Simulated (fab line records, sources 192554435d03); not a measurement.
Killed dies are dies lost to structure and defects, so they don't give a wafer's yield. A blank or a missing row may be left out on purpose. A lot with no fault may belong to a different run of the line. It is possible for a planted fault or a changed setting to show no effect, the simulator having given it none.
Comparing a struck lot with a sound one | flow n5-finfet | 14 out of 1938 route steps
Sound: wafers L507.1, L507.5, L507.6. Struck: wafer L513.1 (left out: L513.5, a lot-mate that was not struck); the cause follows at the end.
For every step that has rows: the tool of each side, followed by ch and its chambers, followed by its first start. Under that, the readings that differ: sound wafers | struck wafers | difference of the means | sigmas: that difference in standard deviations of wafers without a fault.
alike: a reading whose means differ by less than 2 such deviations, as well as words and numbers matching on both sides. not compared: withheld readings; readings where some wafer has no value; bounds like >300 that might hide an equal value; numbers whose values overlap and for which the record gives no deviation.
Wherever a step has rows on one side only, a row that says differs or no value, or a row with sigmas, the two part there. When numbers do not overlap yet have no deviation, they are printed without sigmas and do not part them. Lack of a reading on every wafer of one side parts them only where that side has two or more wafers.

N5_BEOL_M15_OVL_MEAS_11:
  sound on overlay-01 ch 0, day 11 15:32; struck on overlay-02 ch 0, day 18 15:01
  alike: V14_OVL
N5_BEOL_M15_INSPECT_12: inspects for defects (macro).
  sound on defect-inspect-01 at day 11 15:33; struck on defect-inspect-02 at day 18 15:02
  alike: raw-defect-count
N5_BEOL_M15_DESCUM_15: chemistry O2, time 7.9 s.
  sound on rie-diel-01 ch 0,3, day 11 16:26; struck on rie-diel-05 ch 3, day 18 15:05
  alike: drypump-motor-current-A, oes-product-au, rf-vpp-V, showerhead-plenum-p-Torr, throttle-valve-pct
  not compared: rf-hours-counter-h
N5_BEOL_M15_ETCH_59: etches BARC in N2/H2, target depth 89 nm, overetch 26.7 nm, time 67.9 s.
  sound on rie-diel-01 ch 0,3, day 11 16:28; struck on rie-diel-05 ch 3, day 18 15:07
  alike: drypump-motor-current-A, oes-product-au, rf-vpp-V, showerhead-plenum-p-Torr, throttle-valve-pct
  not compared: rf-hours-counter-h
N5_BEOL_M15_VIA_ETCH_16: etches SiO2 in C4F8/O2/Ar, target depth 1792.2 nm.
  sound on rie-diel-01 ch 0,3, day 11 16:31; struck on rie-diel-05 ch 3, day 18 15:10
  alike: drypump-motor-current-A, he-inner-torr, oes-product-au, rf-vpp-V, showerhead-plenum-p-Torr, throttle-valve-pct
N5_BEOL_M15_STRIP_63: strips in O2.
  sound: rie-diel-01 ch 0,3; struck: rie-diel-05 ch 3
  alike: drypump-motor-current-A, oes-product-au, rf-vpp-V, showerhead-plenum-p-Torr, throttle-valve-pct
  not compared: rf-hours-counter-h
then, 3 steps without rows for these wafers: N5_BEOL_M15_STRIP_64 (strips in O2); N5_BEOL_M15_STRIP_65 (strips in post etch residue remover, time 60 s); N5_BEOL_M15_SRD_66 (time 30 s, dry time 30 s).
N5_BEOL_M15_CD_MEAS_17: target cd 360 nm.
  sound on cd-sem-03 at day 11 16:56; struck on cd-sem-03 at day 18 15:35
  alike: cd-nm
then, 1 step without rows for these wafers: N5_BEOL_M15_COAT_56 (time 60 s, resist thk 550 nm).
N5_BEOL_M15_ETCH_57: etches SOC in N2/H2, time 750 s.
  sound on rie-diel-06 ch 0,3, day 11 17:16; struck on rie-diel-06 ch 0, day 18 15:41
  alike: drypump-motor-current-A, oes-product-au, rf-vpp-V, showerhead-plenum-p-Torr, throttle-valve-pct
  not compared: rf-hours-counter-h
N5_BEOL_M15_COAT_60: time 60 s, resist thk 89 nm.
  sound on litho-track-03 ch 0, day 11 17:46; struck on litho-track-03 ch 0, day 18 16:11
  reading                  | sound             | struck | difference | sigmas
  heater-power-total-W (W) | 390.8 391.4 391.3 | 421.1  | +29.9      | +23
  run-length-s (s)         | 65.79 65.86 65.79 | 59.30  | -6.51      | -36
  alike: dispense-pressure-kPa
then, 1 step without rows for these wafers: N5_BEOL_M15_COAT_22 (resist thk 800 nm).

## WHERE THEY PART
Within this record, at N5_BEOL_M15_COAT_60 only.

WHY: the cause the simulator had injected
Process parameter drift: litho-track-03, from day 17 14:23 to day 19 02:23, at N5_BEOL_M15_COAT_60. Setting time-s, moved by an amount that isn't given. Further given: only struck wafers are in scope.
